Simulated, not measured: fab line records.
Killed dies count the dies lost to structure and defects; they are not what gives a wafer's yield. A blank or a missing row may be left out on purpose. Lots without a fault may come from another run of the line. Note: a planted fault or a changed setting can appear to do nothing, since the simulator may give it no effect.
Struck lot and sound lot, side by side :: flow nand harc :: 18 out of 1302 route steps
Sound: these wafers, L236.2, L236.3, L236.5. The struck wafers were L241.3, L241.5, L241.6. Last of all comes the cause.
For every step that has rows: the tool of each side, followed by ch and its chambers, followed by its first start. Under that, the readings that differ: sound wafers :: struck wafers :: difference of the means :: sigmas: that difference in standard deviations of wafers without a fault.
alike: same words and numbers on both sides, and readings whose means sit less than 2 such deviations apart. not compared: any withheld reading, any reading some wafer has no value for, any bound like >300 that may hide the same value, and any number with overlapping values for which the record gives no deviation.
The two part at a step that has a row with sigmas, a row that says differs or no value, or rows on one side only. Numbers that have no deviation but don't overlap get no sigmas and don't part them. A reading that every wafer of one side lacks parts them only if that side has two wafers or more.

NHARC_THIN_TSV_GRIND_00:
  sound on grinder-01 ch 0, day 24 14:50; struck on grinder-01 ch 0, day 27 01:33
  alike: head pressure psi, motor current A
NHARC_THIN_TSV_CMP_01: polishes.
  sound on cmp-04 ch 1,2, day 24 15:51; struck on cmp-04 ch 1,2,3, day 27 02:26
  alike: motor current A
NHARC_THIN_TSV_THK_MEAS_02: measures by ir.
  sound: film metro-02 at day 24 16:07; struck: film metro-01 at day 27 02:39
  alike: thk nm
then, 3 steps without rows for these wafers: NHARC_THIN_TSV_SRD_03; NHARC_THIN_TSV_PRECLEAN_41 (cleans in SC1); NHARC_THIN_TSV_SRD_42.
NHARC_THIN_TSV_DEP_43: deposits SiO2, target thk 1328.5 nm.
  sound on pecvd-02 ch 0,1,2, day 24 16:20; struck on pecvd-02 ch 0,1, day 27 02:55
  alike: throttle valve pct
then, 5 steps without rows for these wafers: NHARC_THIN_TSV_DEHYDRATE_04 (time 120 s); NHARC_THIN_TSV_HMDS_05 (time 30 s); NHARC_THIN_TSV_COAT_06; NHARC_THIN_TSV_SOFTBAKE_07 (time 95 s); NHARC_THIN_TSV_EBR_08.
NHARC_THIN_TSV_EXPOSE_09: exposes mask TSV.
  sound on krf scanner-02 ch 0, day 24 17:01; struck on krf scanner-02 ch 0, day 27 03:33
reading: exposure dose mJ cm2
sound: 30.71 30.68 30.68
struck: 36.86 36.83 36.81
difference: +6.14
sigmas: +99 or more
  alike: mask, focus offset nm
then, 2 steps without rows for these wafers: NHARC_THIN_TSV_PEB_10 (peb time 85 s); NHARC_THIN_TSV_DEVELOP_11 (time 70 s).
NHARC_THIN_TSV_CD_MEAS_12 targets a cd of 1000 nm.
  sound on cd sem-03 ch 0, day 24 17:11; struck on cd sem-03 ch 0, day 27 03:42
reading: cd nm (nm)
sound: 998.8 997.6 999.1
struck: 1005.4 1004.3 1006.3
difference: +6.8
sigmas: +5
then, 1 step without rows for these wafers: NHARC_THIN_TSV_HARDBAKE_13 (time 80 s).
NHARC_END_SORT_01:
  sound on prober-01 ch 0, day 25 08:55; struck on prober-01 ch 0, day 27 20:22
reading: defect limited yield (%)
sound: 93.6 91.7 93.9
struck: 85.2 84.8 84.6
difference: -8.2
sigmas: -3

reading: killed at array
sound: 39 51 37
struck: 98 99 100
difference: +57
sigmas: +3

reading: killed dies
sound: 43 56 41
struck: 100 103 104
difference: +56
sigmas: +3

reading: sort_bin_2_pct (%)
sound: 2.4 1.8 2.1
struck: 6.5 4.3 5.9
difference: +3.5
sigmas: +3

reading: sort_bin_3_pct (%)
sound: 0.3 0.9 0.7
struck: 1.6 1.5 1.5
difference: +0.9
sigmas: +2

reading: sort_bin_4_pct (%)
sound: 3.7 5.6 3.2
struck: 6.6 9.5 8.0
difference: +3.9
sigmas: +3

reading: sort n pass
sound: 634 621 636
struck: 577 574 573
difference: -56
sigmas: -3

reading: sort yield pct (%)
sound: 93.6 91.7 93.9
struck: 85.2 84.8 84.6
difference: -8.2
sigmas: -3
  alike: killed at other, killed at periphery, killed open, killed short, sort rim yield pct

== WHERE THEY PART ==
At NHARC_THIN_TSV_EXPOSE_09 first; at NHARC_END_SORT_01 last (within this record only).

WHY: whatever the simulator had introduced
Process parameters drifting: krf scanner-02 at NHARC_THIN_TSV_EXPOSE_09, beginning at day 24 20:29. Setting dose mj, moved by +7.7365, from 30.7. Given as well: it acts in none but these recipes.
